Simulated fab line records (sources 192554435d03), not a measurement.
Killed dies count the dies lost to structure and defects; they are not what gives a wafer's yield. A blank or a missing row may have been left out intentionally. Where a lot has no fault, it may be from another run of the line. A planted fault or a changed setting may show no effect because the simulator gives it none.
8D (eight disciplines) problem report, filled in by code / flow n5_finfet / the parts of the form that need people (team, actions taken, sign-off) are left out

## 1. THE ISSUE
plate_temp_C at N5_SD_EPI_P_COAT_34 reads a mean of 245.70 C on 6 wafers of 2 lots; wafers without a fault read 250.05 C with a standard deviation of 0.17. That is -26 standard deviations from the usual mean.
The step: time 60 s, resist thk 350 nm.
Seen first at day 7 05:19 on litho_track-02, wafer L883.1. At this step, 27 wafers from 9 lots have a number in the record. Rule for "out", or "out of limits": more than 4 standard deviations from the usual mean. Any other wafer with a number is counted as sound.

## 2. WHAT IT IS AND WHAT IT IS NOT
question=which readings at this step | is=plate_temp_C, heater_power_total_W | is not=-
question=which lots | is=L883, L885 | is not=L868, L871, L872, L874, L877, L878, L888
question=which wafers of those lots | is=all that have a number | is not=-
question=read on which tools | is=litho_track-02 | is not=litho_track-04
question=when | is=from day 7 05:19 | is not=up to then (18 sound wafers); but 3 sound wafers of L888 came after

## 3. THE SUSPECTS, EACH WITH WHAT RULES IT OUT
Counting: a tool stays on the suspect list if, at a process step up to the reading, it processed all lots that are out and no sound lot following the first of them.
- rie_diel-04 at N5_SD_EPI_N_ETCH_45 (etches SiOCN in CH3F/O2, target depth 6 nm): ruled out as a lasting fault. The sound lots L888 went through it after L883, its earliest lot that is out (day 7 01:21).
- rie_diel-04 at N5_SD_EPI_N_ETCH_16 (etches SiO2 in CHF3/O2, target depth 5 nm): ruled out as a lasting fault. The sound lots L888 went through it after L883, its earliest lot that is out (day 7 01:27).
- litho_track-02 at N5_SD_EPI_P_COAT_34 (time 60 s, resist thk 350 nm): kept. It ran every lot that is out, first L883 (day 7 05:19), and no sound lot after that; its last sound lot up to then is L878 (day 6 00:04). Its own readings are out on those wafers: heater_power_total_W, plate_temp_C.
The count leaves litho_track-02 at N5_SD_EPI_P_COAT_34.

## 4. THE CAUSE (what the simulator had put in)
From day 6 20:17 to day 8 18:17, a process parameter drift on litho_track-02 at N5_SD_EPI_P_COAT_34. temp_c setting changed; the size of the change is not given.
Only this tool survived the counting.

## 5. THE EFFECT CHAIN, in route order
Each row: a reading where the mean over the struck wafers with a number is more than 3 standard deviations away from the usual. Only readings whose record carries a usual standard deviation are examined. hours: median over the lots of the time between each lot's start at the first step of this table that gives one and its start at this step. sigmas: the change, counted in usual standard deviations.
hours=0; step=N5_SD_EPI_P_COAT_34; reading=heater_power_total_W; usual=500.5 W; on struck wafers=489.5; change=-11.0; sigmas=-6.5
hours=0; step=N5_SD_EPI_P_COAT_34; reading=plate_temp_C; usual=250.05 C; on struck wafers=245.70; change=-4.35; sigmas=-26
Here are the process steps it includes:
- N5_SD_EPI_P_COAT_34: time 60 s, resist thk 350 nm.
Later measuring or inspecting steps at which every struck wafer that the step has a row for has a number for every such reading, and none has moved that far: N5_BEOL_M4_RC_MEAS_101.

## 6. WHAT WOULD HAVE CAUGHT IT SOONER
In this record the first reading out of limits was taken at day 7 05:19, 9 hours after the fault began at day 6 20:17.
